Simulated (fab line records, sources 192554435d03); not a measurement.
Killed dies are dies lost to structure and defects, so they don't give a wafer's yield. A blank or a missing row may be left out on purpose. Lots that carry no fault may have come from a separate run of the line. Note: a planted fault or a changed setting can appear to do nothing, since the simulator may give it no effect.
Comparing a struck lot with a sound one + flow n5 finfet + 15 out of 1938 route steps
Sound: the wafers L311.1, L311.2, L311.6. Struck: wafer L322.5 (L322.1, L322.6, from the same lot, were not struck and are left out); the cause is given at the end.
Each step with rows lists, per side, the tool, then ch with its chambers, then its first start. Under that, the readings that differ: sound wafers + struck wafers + difference of the means + sigmas: that difference in standard deviations of wafers without a fault.
alike: words and numbers the same on both sides, and readings whose means are apart by under 2 such deviations; not compared: readings that were withheld, readings missing a value for some wafer, numbers with overlapping values and no deviation given by the record, and bounds like >300 which may hide the same value.
The two part at a step that has a row with sigmas, a row that says differs or no value, or rows on one side only. Numbers that have no deviation but don't overlap get no sigmas and don't part them. Lack of a reading on every wafer of one side parts them only where that side has two or more wafers.

first, 8 steps without rows for these wafers: N5_PASSIVATION_HMDS_03 (time 60 s); N5_PASSIVATION_COAT_04; N5_PASSIVATION_EBR_06; N5_PASSIVATION_SOFTBAKE_05 (time 90 s); N5_PASSIVATION_EXPOSE_07 (exposes mask TV, defocus 0 nm, target cd 3000 nm); N5_PASSIVATION_PEB_08; N5_PASSIVATION_DEVELOP_09 (develop time 60 s); N5_PASSIVATION_HARDBAKE_11 (time 120 s).
N5_PASSIVATION_CD_MEAS_10: target cd 3000 nm.
  sound on cd sem-02 ch 0, day 14 02:43; struck on cd sem-01 ch 0, day 16 19:23
| reading    | sound                | struck | difference | sigmas |
|------------|----------------------|--------|------------|--------|
| cd nm (nm) | 2997.4 2996.6 2999.0 | 3002.3 | +4.6       | +2     |
N5_PASSIVATION_OVL_MEAS_60:
  sound on overlay-01 ch 0, day 14 02:45; struck on overlay-02 ch 0, day 16 19:25
  alike: TV_OVL
N5_PASSIVATION_INSPECT_61: inspects for defects (macro).
  sound: defect inspect-02 at day 14 02:47; struck: defect inspect-02 at day 16 19:26
  alike: raw defect count
N5_PASSIVATION_DESCUM_12: chemistry O2, time 7.9 s.
  sound on rie diel-06 ch 0,1, day 14 02:49; struck on rie diel-06 ch 1, day 16 19:28
  alike: drypump motor current A, oes product au, rf vpp V, showerhead plenum p Torr, throttle valve pct
  not compared: rf hours counter h
N5_PASSIVATION_PASS_ETCH_74: etches SiNx in CF4/O2, target depth 220 nm, time 110 s.
  sound on rie diel-06 ch 0,1, day 14 02:53; struck on rie diel-06 ch 1, day 16 19:32
| reading                         | sound             | struck | difference | sigmas |
|---------------------------------|-------------------|--------|------------|--------|
| cf4 flow sccm (sccm)            | 100.0 99.6 99.8   | 77.5   | -22.3      | -72    |
| oes_o_777_au (a.u.)             | 0.88 0.85 0.88    | 1.11   | +0.24      | +4     |
| showerhead plenum p Torr (Torr) | 2.33 2.25 2.33    | 2.16   | -0.14      | -2     |
| throttle valve pct (%)          | 15.85 15.73 15.84 | 14.95  | -0.86      | -5     |
  alike: drypump motor current A, oes_f_703_au, oes product au, rf vpp V
  not compared: rf hours counter h
N5_PASSIVATION_VIA_ETCH_13: etches SiO2 in CHF3/O2, target depth 660 nm, time 330 s.
  sound on rie diel-06 ch 0,1, day 14 02:59; struck on rie diel-06 ch 1, day 16 19:37
  alike: drypump motor current A, etch rf on time s, oes_f_703_au, oes_o_777_au, oes product au, rf vpp V, showerhead plenum p Torr, throttle valve pct
  not compared: rf hours counter h
N5_PASSIVATION_PROBE_49:
  sound: prober-01 at day 14 10:30; struck: prober-01 at day 17 02:45
  alike: defect limited yield, killed_at_M0_to_M3, killed_at_M4_up, killed at contacts, killed at front end, killed at other, killed dies, killed open, killed short, sort_bin_5_function, sort_bin_6_memory, sort n pass, sort yield pct

== WHERE THEY PART ==
At N5_PASSIVATION_CD_MEAS_10 first; at N5_PASSIVATION_PASS_ETCH_74 last (within this record only). Later steps at which nothing parts them and some readings are alike: N5_PASSIVATION_VIA_ETCH_13, N5_PASSIVATION_PROBE_49.

WHY: what the simulator had put in
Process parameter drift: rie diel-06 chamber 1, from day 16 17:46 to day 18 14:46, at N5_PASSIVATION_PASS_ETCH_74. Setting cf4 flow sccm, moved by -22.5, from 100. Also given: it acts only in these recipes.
